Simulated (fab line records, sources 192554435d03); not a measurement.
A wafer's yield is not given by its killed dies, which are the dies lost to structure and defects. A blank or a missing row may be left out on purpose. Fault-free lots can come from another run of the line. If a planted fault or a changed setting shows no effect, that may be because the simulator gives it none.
The tool behind it: which one? | flow n5Finfet | 9 lots with 23 wafers sampled at 5 steps, on a route of 1938 steps

== WHAT THE GAUGES SHOWED, per wafer ==
N5_BEOL_M4_RC_MEAS_101.
lot  | measured     | on        | CHAIN_V0 (ohm/link) | CHAIN_V0_max_site (ohm/link) | DIBL_N (mV/V)  | DIBL_P (mV/V) | IOFF_N (nA/um) | IOFF_P (nA/um) | ION_N (uA/um) | ION_P (uA/um) | SERP_M1 (ohm/um) | SERP_M1_max_site (ohm/um) | SS_N (mV/dec)  | SS_P (mV/dec)  | VT_N (mV)   | VT_P (mV)
L530 | day 10 20:59 | prober-02 | 230 250 264         | 236 256 280                  | 35.1 39.1 37.9 | 34 39 37      | 0.13 0.20 0.18 | 0.21 0.28 0.25 | 659 675 673   | 461 466 465   | 210 263 245      | 215 273 262               | 70.7 72.3 71.7 | 72.9 73.6 73.7 | 250 248 248 | -249 -246 -245
L531 | day 12 07:51 | prober-01 | 249 234             | 259 248                      | 33.3 34.5      | 35 36         | 0.12 0.13      | 0.19 0.23      | 655 664       | 460 464       | 197 181          | 208 203                   | 70.6 70.5      | 73.0 72.7      | 254 249     | -250 -244
L535 | day 13 01:20 | prober-02 | 234 237 222         | 239 249 230                  | 37.0 38.4 36.7 | 38 39 37      | 0.19 0.20 0.19 | 0.25 0.25 0.23 | 671 679 683   | 455 465 464   | 183 212 178      | 194 232 190               | 72.0 72.7 72.6 | 73.9 74.4 73.6 | 246 249 250 | -247 -249 -249
L544 | day 15 12:17 | prober-02 | 369 252             | 381 255                      | 38.7 39.8      | 37 37         | 0.19 0.22      | 0.24 0.24      | 693 688       | 472 465       | 283 202          | 302 209                   | 71.8 71.8      | 74.2 73.6      | 243 243     | -245 -247
L545 | day 15 08:42 | prober-01 | 374 235             | 398 240                      | 35.5 35.0      | 36 35         | 0.15 0.14      | 0.18 0.18      | 672 661       | 457 450       | 248 172          | 262 179                   | 72.1 70.6      | 72.9 72.9      | 249 251     | -253 -252
L547 | day 15 19:12 | prober-01 | 218 350             | 229 362                      | 34.4 35.4      | 36 37         | 0.14 0.15      | 0.16 0.19      | 672 676       | 458 465       | 208 259          | 225 293                   | 71.9 72.3      | 72.9 73.5      | 251 251     | -255 -253
L550 | day 15 22:50 | prober-02 | 247 260 251         | 253 270 256                  | 37.6 39.2 36.5 | 38 41 37      | 0.17 0.21 0.15 | 0.20 0.28 0.20 | 673 674 675   | 458 466 462   | 214 234 213      | 220 243 233               | 71.3 72.2 71.2 | 73.8 75.1 73.9 | 248 249 248 | -252 -249 -254
L552 | day 16 04:26 | prober-02 | 244 227 225         | 253 238 238                  | 39.9 36.0 35.4 | 39 34 33      | 0.22 0.14 0.13 | 0.24 0.17 0.17 | 707 661 670   | 474 450 460   | 218 194 180      | 239 205 189               | 72.3 70.8 70.4 | 74.2 73.0 72.0 | 244 250 251 | -250 -252 -248
L553 | day 17 10:15 | prober-01 | 233 234 237         | 241 245 253                  | 37.5 40.1 37.4 | 39 42 38      | 0.20 0.24 0.19 | 0.25 0.29 0.24 | 683 679 681   | 463 461 466   | 186 179 187      | 196 189 204               | 72.7 72.7 72.0 | 73.3 74.2 73.7 | 246 246 247 | -248 -248 -247

== EACH LOT AND THE TOOL THAT RAN IT (in order: tool; ch and the chambers of the sampled wafers; start) ==
lot  | N5_BEOL_M1_ETCH_70                | N5_BEOL_M1_STRIP_97                          | N5_BEOL_M1_PRE_CLEAN_45     | N5_BEOL_M1_ALD_84
L530 | rieDiel-05 ch 0,1,2, day 8 03:49  | rieDiel-05 ch 0,1,2, day 8 04:27 or earlier  | pvdSputter-01, day 8 04:27  | aldMetal-03 ch 2,3, day 8 04:31
L531 | rieDiel-06 ch 0,2, day 8 03:49    | rieDiel-06 ch 0,2, day 8 04:32 or earlier    | pvdSputter-01, day 8 04:32  | aldMetal-02 ch 2,3, day 8 04:37
L535 | rieDiel-02 ch 0,2,3, day 9 01:58  | rieDiel-02 ch 0,2,3, day 9 03:25 or earlier  | pvdSputter-03, day 9 03:25  | aldMetal-03 ch 0,2,3, day 9 03:29
L544 | rieDiel-05 ch 0,3, day 10 12:20   | rieDiel-05 ch 0,3, day 10 12:54 or earlier   | pvdSputter-02, day 10 12:54 | aldMetal-04 ch 1,2, day 10 13:04
L545 | rieDiel-02 ch 3, day 10 19:14     | rieDiel-02 ch 3, day 10 20:08 or earlier     | pvdSputter-01, day 10 20:08 | aldMetal-04 ch 0,2, day 10 20:12
L547 | rieDiel-05 ch 1,3, day 11 00:10   | rieDiel-05 ch 1,3, day 11 00:54 or earlier   | pvdSputter-01, day 11 00:54 | aldMetal-04 ch 1,3, day 11 00:58
L550 | rieDiel-05 ch 0,2,3, day 11 19:08 | rieDiel-05 ch 0,2,3, day 11 20:08 or earlier | pvdSputter-03, day 11 20:08 | aldMetal-03 ch 1,2,3, day 11 20:12
L552 | rieDiel-06 ch 0,3, day 11 19:36   | rieDiel-06 ch 0,3, day 11 20:18 or earlier   | pvdSputter-01, day 11 20:18 | aldMetal-02 ch 0,3, day 11 20:22
L553 | rieDiel-05 ch 0,1, day 12 06:44   | rieDiel-05 ch 0,1, day 12 07:56 or earlier   | pvdSputter-02, day 12 07:56 | aldMetal-03 ch 1,2,3, day 12 08:07
- N5_BEOL_M1_ETCH_70: etches SOC in N2/H2, target depth 80 nm, overetch 16 nm, time 120 s.
- N5_BEOL_M1_STRIP_97: strips in N2/H2, time 10 s.
- N5_BEOL_M1_PRE_CLEAN_45: time 30 s.
- N5_BEOL_M1_ALD_84: deposits TaN, pulse time 2 s, purge time 3 s, co reactant purge time 2 s.

== AS READ BY THE TOOLS THEMSELVES (means over the sampled wafers that have a number; for cases with no such wafer, the mark the record gives instead) ==
N5_BEOL_M1_ETCH_70.
lot  | tool       | drypumpMotorCurrentA (A) | h2FlowSccm (sccm) | oesProductAu (a.u.) | rfFwdPowerW (W) | rfVppV (V) | showerheadPlenumPTorr (Torr) | throttleValvePct (%)
L530 | rieDiel-05 | 5.6                      | 200.0             | 0.58                | 835.9           | 525        | 2.59                         | 17.97
L531 | rieDiel-06 | 5.7                      | 200.7             | 0.58                | 836.8           | 524        | 2.54                         | 17.93
L535 | rieDiel-02 | 5.2                      | 200.1             | 0.57                | 833.2           | 523        | 2.50                         | 18.18
L544 | rieDiel-05 | 5.3                      | 199.3             | 0.55                | 836.4           | 522        | 2.42                         | 17.85
L545 | rieDiel-02 | 5.7                      | 200.2             | 0.64                | 839.4           | 521        | 2.50                         | 18.46
L547 | rieDiel-05 | 5.7                      | 199.9             | 0.55                | 834.8           | 522        | 2.53                         | 17.94
L550 | rieDiel-05 | 5.6                      | 200.0             | 0.56                | 835.2           | 523        | 2.51                         | 17.91
L552 | rieDiel-06 | 5.9                      | 199.3             | 0.66                | 837.8           | 525        | 2.58                         | 17.84
L553 | rieDiel-05 | 5.2                      | 199.8             | 0.55                | 834.8           | 522        | 2.48                         | 18.00

N5_BEOL_M1_STRIP_97.
lot  | tool       | drypumpMotorCurrentA (A) | h2FlowSccm (sccm) | oesProductAu (a.u.) | rfVppV (V) | showerheadPlenumPTorr (Torr) | throttleValvePct (%)
L530 | rieDiel-05 | 5.6                      | 199.8             | 0.75                | 59.3       | 2.58                         | 23.9
L531 | rieDiel-06 | 5.7                      | 200.3             | 0.76                | 59.5       | 2.54                         | 23.9
L535 | rieDiel-02 | 5.2                      | 200.0             | 0.76                | 59.0       | 2.50                         | 24.1
L544 | rieDiel-05 | 5.3                      | 199.8             | 0.70                | 58.0       | 2.42                         | 23.6
L545 | rieDiel-02 | 5.7                      | 200.2             | 0.84                | 58.5       | 2.49                         | 24.6
L547 | rieDiel-05 | 5.7                      | 200.6             | 0.71                | 59.0       | 2.53                         | 23.7
L550 | rieDiel-05 | 5.7                      | 199.7             | 0.73                | 58.6       | 2.51                         | 23.8
L552 | rieDiel-06 | 6.0                      | 200.7             | 0.87                | 59.2       | 2.57                         | 23.7
L553 | rieDiel-05 | 5.2                      | 199.9             | 0.70                | 58.7       | 2.48                         | 23.8

N5_BEOL_M1_PRE_CLEAN_45.
lot  | tool          | heaterPowerW (W)
L530 | pvdSputter-01 | 306
L531 | pvdSputter-01 | 318
L535 | pvdSputter-03 | 278
L544 | pvdSputter-02 | 290
L545 | pvdSputter-01 | 332
L547 | pvdSputter-01 | 338
L550 | pvdSputter-03 | 302
L552 | pvdSputter-01 | 334
L553 | pvdSputter-02 | 311

N5_BEOL_M1_ALD_84.
lot  | tool        | heaterPowerW (W)
L530 | aldMetal-03 | 452
L531 | aldMetal-02 | 369
L535 | aldMetal-03 | 442
L544 | aldMetal-04 | 390
L545 | aldMetal-04 | 419
L547 | aldMetal-04 | 371
L550 | aldMetal-03 | 454
L552 | aldMetal-02 | 456
L553 | aldMetal-03 | 457

== THE ANSWER, worked out from the rows above alone ==
Rule: usual is defined by the lots themselves. The widest of any qualifying gaps counts: lots, ordered by their means at a reading, are off when they make up no more than a third of the lots, leave a main group of 4 or more, and stand apart from it by 3 or more times the standard deviation of that group's means. If all means in a main group match to the digits the tables above print for the reading, that group is not used. Also off: a lot with no number at a reading for which 4 or more lots have one. Where the step has rows for the other lots, those lots are counted as sound. After the gauges, taken in route order, come the tools' own readings; for these a lot's mean is taken, as printed above. The first step at which some lot is off is used, and at that step the reading that is off furthest; a lot without a number counts as furthest.
Off: L544, L545, L547, seen at N5_BEOL_M4_RC_MEAS_101 (CHAIN_V0_max_site). The main group: mean 250 ohm/link, standard deviation 7.5.
A tool fits if, at a process step before that reading, it ran every lot that is off, and no sound lot after the first of them. Gauges at N5_BEOL_M4_RC_MEAS_101: tried the same way as those tools. With no start given for some of its lots, N5_BEOL_M1_STRIP_97 uses the hours and lot order of N5_BEOL_M1_PRE_CLEAN_45. One fits: N5_BEOL_M1_ALD_84 on aldMetal-04. It ran no sound lot before its first lot that is off in this sample, so the start can't be narrowed down.

== WHAT WAS PUT IN BY THE SIMULATOR ==
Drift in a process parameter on aldMetal-04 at N5_BEOL_M1_ALD_84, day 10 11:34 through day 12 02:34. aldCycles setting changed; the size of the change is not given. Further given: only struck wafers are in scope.
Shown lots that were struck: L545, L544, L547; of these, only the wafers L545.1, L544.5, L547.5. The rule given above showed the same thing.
